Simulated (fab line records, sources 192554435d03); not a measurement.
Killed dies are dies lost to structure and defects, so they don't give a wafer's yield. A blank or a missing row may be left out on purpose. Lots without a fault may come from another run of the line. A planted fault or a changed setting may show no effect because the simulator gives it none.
Which tool did it? | flow n5_finfet | 11 lots, 33 wafers sampled, at 5 steps of a route of 1938

WHAT THE GAUGES READ, wafer by wafer
N5_BEOL_M2_CD_MEAS_11: target cd 16.79 nm. Usual: cd_nm 16.80 nm, standard deviation 0.24.
lot  | measured     | on        | cd_nm (nm)        | flag
L538 | day 7 01:09  | cd_sem-03 | 16.90 16.86 16.81 |
L539 | day 7 02:21  | cd_sem-03 | 16.91 16.75 17.01 |
L540 | day 7 02:32  | cd_sem-01 | 16.81 16.59 16.66 |
L541 | day 7 04:40  | cd_sem-01 | 16.72 16.69 17.12 |
L548 | day 9 06:47  | cd_sem-03 | 16.75 16.70 16.96 |
L552 | day 10 10:04 | cd_sem-02 | 16.65 16.80 16.45 |
L553 | day 10 14:37 | cd_sem-02 | 16.83 17.25 16.94 |
L554 | day 10 22:35 | cd_sem-01 | 17.15 16.83 16.57 |
L557 | day 11 11:07 | cd_sem-02 | 16.91 16.58 16.90 |
L558 | day 11 14:04 | cd_sem-01 | 17.16 16.90 16.87 |
L559 | day 12 02:44 | cd_sem-01 | 17.11 16.81 16.97 |

N5_BEOL_M2_INSPECT_13: inspects for defects (brightfield). Usual: raw_defect_count 399, standard deviation 95.
lot  | measured     | on                | raw_defect_count | flag
L538 | day 7 01:14  | defect_inspect-02 | 348 431 333      |
L539 | day 7 02:26  | defect_inspect-01 | 330 438 471      |
L540 | day 7 02:37  | defect_inspect-01 | 680 604 612      |
L541 | day 7 04:46  | defect_inspect-02 | 410 506 359      |
L548 | day 9 06:53  | defect_inspect-02 | 395 282 310      |
L552 | day 10 10:09 | defect_inspect-01 | 407 347 320      |
L553 | day 10 14:42 | defect_inspect-01 | 301 382 336      |
L554 | day 10 22:40 | defect_inspect-02 | 416 411 233      |
L557 | day 11 11:11 | defect_inspect-01 | 274 439 355      |
L558 | day 11 14:09 | defect_inspect-01 | 249 475 460      |
L559 | day 12 02:49 | defect_inspect-02 | 357 337 395      |

N5_BEOL_M4_RC_MEAS_101. Usual: DIBL_N 36.3 mV/V, standard deviation 1.7; DIBL_P 36.5 mV/V, standard deviation 1.8; IOFF_N 0.16 nA/um, standard deviation 0.033; IOFF_P 0.21 nA/um, standard deviation 0.037; ION_N 675 uA/um, standard deviation 11; ION_P 462 uA/um, standard deviation 7.9; SS_N 71.6 mV/dec, standard deviation 0.64; SS_P 73.3 mV/dec, standard deviation 0.68; VT_N 249 mV, standard deviation 3.3; VT_P -250 mV, standard deviation 3.3.
lot  | measured     | on        | DIBL_N (mV/V)  | DIBL_P (mV/V)  | IOFF_N (nA/um) | IOFF_P (nA/um) | ION_N (uA/um) | ION_P (uA/um) | SS_N (mV/dec)  | SS_P (mV/dec)  | VT_N (mV)   | VT_P (mV)      | flag
L538 | day 8 11:33  | prober-02 | 33.6 36.4 35.8 | 34.1 37.0 36.4 | 0.14 0.18 0.17 | 0.21 0.25 0.24 | 673 679 676   | 467 468 467   | 71.1 72.3 71.8 | 73.2 73.4 73.1 | 248 250 249 | -248 -249 -246 |
L539 | day 8 07:23  | prober-01 | 37.0 35.9 36.4 | 37.9 36.4 36.4 | 0.16 0.14 0.14 | 0.23 0.22 0.21 | 674 669 675   | 464 461 471   | 71.5 71.1 71.3 | 73.7 73.5 73.1 | 249 251 251 | -251 -250 -250 |
L540 | day 8 13:29  | prober-01 | 35.7 33.6 36.1 | 36.1 33.4 36.5 | 0.15 0.11 0.14 | 0.18 0.14 0.18 | 682 681 677   | 467 462 463   | 71.0 71.0 71.5 | 73.3 72.8 73.3 | 251 255 253 | -251 -257 -253 |
L541 | day 8 14:43  | prober-01 | 36.4 38.2 37.6 | 35.8 38.6 37.2 | 0.15 0.19 0.16 | 0.22 0.26 0.24 | 672 682 671   | 463 470 466   | 72.0 71.9 72.3 | 72.9 74.6 74.0 | 249 245 250 | -248 -246 -245 |
L548 | day 10 09:15 | prober-01 | 35.8 35.6 34.2 | 36.3 34.7 33.9 | 0.16 0.15 0.13 | 0.20 0.17 0.17 | 684 666 657   | 464 450 448   | 71.3 71.1 71.1 | 72.9 72.7 72.1 | 249 249 251 | -251 -253 -253 |
L552 | day 11 16:40 | prober-02 | 37.0 38.1 39.1 | 36.3 37.1 38.9 | 0.17 0.19 0.21 | 0.24 0.24 0.27 | 677 675 686   | 463 462 465   | 71.6 72.2 72.7 | 73.4 73.7 73.8 | 249 248 248 | -248 -246 -248 |
L553 | day 11 18:43 | prober-02 | 38.3 37.4 39.3 | 38.1 36.6 38.4 | 0.17 0.15 0.17 | 0.20 0.19 0.20 | 681 660 661   | 455 457 450   | 72.2 72.0 73.0 | 74.4 73.6 73.8 | 250 252 251 | -254 -255 -253 |
L554 | day 12 00:10 | prober-02 | 37.3 35.6 35.4 | 35.4 34.2 34.3 | 0.16 0.15 0.14 | 0.22 0.22 0.21 | 675 703 677   | 466 481 469   | 71.4 71.4 71.2 | 72.8 72.5 72.8 | 247 246 249 | -246 -244 -245 |
L557 | day 13 00:05 | prober-02 | 33.4 35.3 34.3 | 33.1 34.8 33.9 | 0.13 0.16 0.14 | 0.17 0.19 0.18 | 682 677 672   | 465 462 459   | 71.4 71.3 71.9 | 72.7 73.6 73.2 | 251 247 250 | -254 -251 -252 |
L558 | day 13 03:38 | prober-02 | 40.0 38.2 37.6 | 40.9 38.7 37.9 | 0.28 0.23 0.21 | 0.27 0.24 0.22 | 717 695 687   | 475 461 459   | 72.9 73.1 71.7 | 74.6 74.5 73.4 | 241 242 245 | -250 -249 -251 |
L559 | day 13 10:11 | prober-02 | 36.2 37.3 37.5 | 35.1 36.3 37.0 | 0.14 0.16 0.16 | 0.17 0.18 0.20 | 662 677 673   | 447 458 458   | 71.2 72.1 71.5 | 73.8 73.9 74.2 | 253 249 247 | -251 -254 -253 |

WHICH TOOL RAN EACH LOT (tool, then ch and the chambers of the sampled wafers, then the start)
lot  | N5_BEOL_M1_CO_CAP_55            | N5_BEOL_M2_COAT_05
L538 | cvd_co-01 ch 0,1,2, day 6 22:53 | litho_track-01 ch 0, day 7 00:53
L539 | cvd_co-02 ch 0,2, day 7 01:27   | litho_track-01 ch 0, day 7 02:05
L540 | cvd_co-01 ch 1,2, day 7 01:43   | litho_track-01 ch 0, day 7 02:16
L541 | cvd_co-02 ch 1,2, day 7 01:55   | litho_track-01 ch 0, day 7 04:25
L548 | cvd_co-02 ch 0,1,2, day 9 05:41 | litho_track-03 ch 0, day 9 06:25
L552 | cvd_co-01 ch 0,1, day 10 09:02  | litho_track-01 ch 0, day 10 09:41
L553 | cvd_co-01 ch 0,2, day 10 12:35  | litho_track-01 ch 0, day 10 14:21
L554 | cvd_co-02 ch 0,2, day 10 20:07  | litho_track-03 ch 0, day 10 22:19
L557 | cvd_co-01 ch 0,2, day 11 10:16  | litho_track-03 ch 0, day 11 10:51
L558 | cvd_co-01 ch 0,2, day 11 13:13  | litho_track-01 ch 0, day 11 13:48
L559 | cvd_co-02 ch 0,1, day 12 01:25  | litho_track-01 ch 0, day 12 02:17
- N5_BEOL_M1_CO_CAP_55: material Co, precursor CCTBA/H2, target thk 2 nm, time 102.1 s.
- N5_BEOL_M2_COAT_05: resist thk 30 nm.

WHAT THE TOOLS THEMSELVES READ (means of the sampled wafers that have a number; where no wafer has one, the mark that the record gives instead)
N5_BEOL_M1_CO_CAP_55. Usual: heater_power_w 228 W, standard deviation 15.
lot  | tool      | heater_power_w (W) | flag
L538 | cvd_co-01 | 234                |
L539 | cvd_co-02 | 216                |
L540 | cvd_co-01 | 232                |
L541 | cvd_co-02 | 208                |
L548 | cvd_co-02 | 221                |
L552 | cvd_co-01 | 239                |
L553 | cvd_co-01 | 226                |
L554 | cvd_co-02 | 230                |
L557 | cvd_co-01 | 242                |
L558 | cvd_co-01 | 232                |
L559 | cvd_co-02 | 226                |

N5_BEOL_M2_COAT_05. Usual: dispense_pressure_kPa 47 kPa, standard deviation 3.1; spin_speed_rpm 1500.1 rpm, standard deviation 0.91.
lot  | tool           | dispense_pressure_kPa (kPa) | spin_speed_rpm (rpm) | flag
L538 | litho_track-01 | 45                          | 1499.7               |
L539 | litho_track-01 | 45                          | 1500.5               |
L540 | litho_track-01 | 45                          | 1417.8               | OFF
L541 | litho_track-01 | 45                          | 1418.0               | OFF
L548 | litho_track-03 | 45                          | 1500.1               |
L552 | litho_track-01 | 44                          | 1500.4               |
L553 | litho_track-01 | 44                          | 1499.3               |
L554 | litho_track-03 | 45                          | 1500.7               |
L557 | litho_track-03 | 44                          | 1500.6               |
L558 | litho_track-01 | 44                          | 1500.1               |
L559 | litho_track-01 | 44                          | 1498.6               |

THE ANSWER, worked out from the rows above alone
Rule: a lot is off if the mean of its wafers that have a number lies more than 3 standard deviations from the usual mean. A lot without any number at a reading at which 4 lots or more have one is off too. The other lots that the step has rows for count as sound. The gauges are gone through in route order, then the tools' own readings, and for those a lot's mean is taken as printed above. The first step at which some lot is off is used, and at that step the reading that is off furthest; a lot without a number counts as furthest.
Off: L540, L541, at N5_BEOL_M2_COAT_05 (spin_speed_rpm).
A tool fits if, at that step or a process step before it, it ran every lot that is off, and no sound lot after the first of them. None of those tried fits.

WHAT THE SIMULATOR HAD PUT IN
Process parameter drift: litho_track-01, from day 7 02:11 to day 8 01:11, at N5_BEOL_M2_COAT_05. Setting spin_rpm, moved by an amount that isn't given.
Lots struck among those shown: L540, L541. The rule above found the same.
